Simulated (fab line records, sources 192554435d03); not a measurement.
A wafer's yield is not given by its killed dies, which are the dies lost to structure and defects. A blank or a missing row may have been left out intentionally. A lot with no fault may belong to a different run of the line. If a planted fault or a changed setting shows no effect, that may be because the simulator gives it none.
A lot that was struck, set against a sound lot ; flow n5-finfet ; 18 steps out of a route of 1938
Sound: these wafers, L115.1, L115.2, L115.6. Struck: wafers L108.1, L108.3, L108.5. Last of all comes the cause.
At each step with rows: each side's tool, then ch and its chambers, then its first start. Under that, the readings that differ: sound wafers ; struck wafers ; difference of the means ; sigmas: that difference in standard deviations of wafers without a fault.
alike: same words and numbers on both sides, and readings whose means sit less than 2 such deviations apart. not compared: any withheld reading, any reading some wafer has no value for, any bound like >300 that may hide the same value, and any number with overlapping values for which the record gives no deviation.
The two part at a step that has a row with sigmas, a row that says differs or no value, or rows on one side only. Non-overlapping numbers with no deviation appear without sigmas and do not part them. Lack of a reading on every wafer of one side parts them only where that side has two or more wafers.

N5_BEOL_M0_SAQP_STRIP_86: strips in N2/H2.
  sound on rie-diel-05 ch 0,3, day 9 15:40; struck on rie-diel-02 ch 1,2, day 8 00:08
  alike: drypump-motor-current-A, oes-product-au, rf-vpp-V, showerhead-plenum-p-Torr, throttle-valve-pct
  not compared: rf-hours-counter-h
then, 3 steps without rows for these wafers: N5_BEOL_M0_SAQP_STRIP_115 (strips in post etch residue remover, time 60 s); N5_BEOL_M0_SAQP_SRD_93 (time 30 s); N5_BEOL_M0_SAQP_RECESS_114 (chemistry HF/NH3, target SiO2, target depth 14.4 nm, afs cycles 3, sublimation time 60 s).
N5_BEOL_M0_SAQP_SPACER1_ALD_98: deposits SiO2, target thk 12.8 nm, pulse time 1 s, purge time 2 s.
  sound on ald-sin-03 ch 0,1, day 9 16:26; struck on ald-sin-01 ch 0,1,3, day 8 00:39
  alike: heater-power-w, precursor-pulse-height-rel
then, 1 step without rows for these wafers: N5_BEOL_M0_SAQP_SPACER1_ETCHBACK_99 (etches SiO2 in CHF3/O2, target depth 15.4 nm, time 7.7 s).
N5_BEOL_M0_SAQP_MANDREL1_REMOVE_100: chemistry HBr/Cl2/O2, target a-Si, stops on SiNx, bt time 10 s.
  sound on rie-si-06 ch 0,1,3, day 9 17:14; struck on rie-si-06 ch 2,3, day 8 01:13
  alike: drypump-motor-current-A, mfc-cl2-sccm, oes-product-au, throttle-valve-pct
  not compared: rf-hours-counter-h
N5_BEOL_M0_SAQP_CD_MEAS_25: target cd 13.1 nm.
  sound on cd-sem-01 ch 0, day 9 17:20; struck on cd-sem-02 ch 0, day 8 01:19
  alike: cd-nm
then, 1 step without rows for these wafers: N5_BEOL_M0_SAQP_ETCH_101 (etches SiNx in CH3F/O2, target depth 29.9 nm, time 42.7 s).
N5_BEOL_M0_SAQP_ETCH_102: etches SiO2 in CF4, target depth 4 nm, time 4.4 s.
  sound on rie-si-03 ch 0,3, day 9 17:29; struck on rie-si-02 ch 0,3, day 8 01:28
  alike: drypump-motor-current-A, oes-product-au, throttle-valve-pct
  not compared: rf-hours-counter-h
N5_BEOL_M0_SAQP_MANDREL_ETCH_103: etches a-Si in HBr/Cl2, stops on SiCN, target depth 45 nm, bt time 10 s, time 27 s.
  sound on rie-si-03 ch 0,3, day 9 17:31; struck on rie-si-02 ch 0,3, day 8 01:30
  alike: drypump-motor-current-A, mfc-cl2-sccm, oes-product-au, throttle-valve-pct
  not compared: rf-hours-counter-h
then, 1 step without rows for these wafers: N5_BEOL_M0_SAQP_RECESS_104 (chemistry HF/NH3, target SiO2, target depth 18 nm, afs cycles 3, sublimation time 60 s).
N5_BEOL_M0_SAQP_COAT_105: time 60 s, resist thk 100 nm.
  sound on litho-track-02 ch 0, day 9 17:59; struck on litho-track-01 ch 0, day 8 01:58
reading;sound;struck;difference;sigmas
spin-speed-rpm (rpm);1500.2 1498.8 1499.5;1373.3 1372.4 1372.6;-126.7;-99 or more
model.SOC_of_BEOL_M0_SAQP_COAT_105.thk-nm (nm);100.2 100.4 100.4;105 105.2 105.4;+5;
  alike: plate-temp-C
then, 1 step without rows for these wafers: N5_BEOL_M0_SAQP_ETCH_106 (etches SOC in N2/H2, stops on SiNx, target depth 150 nm).
N5_BEOL_M0_SAQP_ETCH_107: etches SiNx in CH3F/O2, target depth 30 nm.
  sound on rie-diel-06 ch 0,2, day 9 18:06; struck on rie-diel-05 ch 0,2, day 8 02:05
reading;sound;struck;difference;sigmas
model.SOC_of_BEOL_M0_SAQP_COAT_105.thk-nm (nm);15.2 10.4 14.8;20 17.2 17.6;+5;
  alike: drypump-motor-current-A, oes-product-au, rf-vpp-V, showerhead-plenum-p-Torr, throttle-valve-pct
  not compared: rf-hours-counter-h
then, 1 step without rows for these wafers: N5_BEOL_M0_SAQP_STRIP_108 (strips in N2/H2).
-- here the record skips 4 days between the struck wafers' starts before and after, leaving off in module BEOL_M0_SAQP and picking up in module BEOL_M4 (first step shown: number 1111 of the route) --
N5_BEOL_M4_RC_MEAS_101:
  sound on prober-01 ch 0, day 14 01:17; struck on prober-01 ch 0, day 12 12:52
reading;sound;struck;difference;sigmas
ION_N (uA/um);641 661 649;695 674 660;+26;+2
ION_P (uA/um);444 454 450;473 463 464;+17;+2
  alike: DIBL_N, DIBL_P, IOFF_N, IOFF_P, SS_N, SS_P, VT_N, VT_P
-- a jump in the record: the struck wafers' starts before and after are 4 days apart (it breaks off in module BEOL_M4 and resumes in module PASSIVATION, where the first step shown is number 1936 of the route) --
N5_PASSIVATION_PROBE_49:
  the record has rows for the struck wafers here (prober-01, day 16 21:29) and none for the sound ones

WHERE THEY PART
Last at N5_PASSIVATION_PROBE_49 as far as this record goes, first at N5_BEOL_M0_SAQP_COAT_105.

WHY: what had been put in by the simulator
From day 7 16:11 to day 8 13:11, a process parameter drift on litho-track-01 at N5_BEOL_M0_SAQP_COAT_105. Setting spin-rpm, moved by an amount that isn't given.
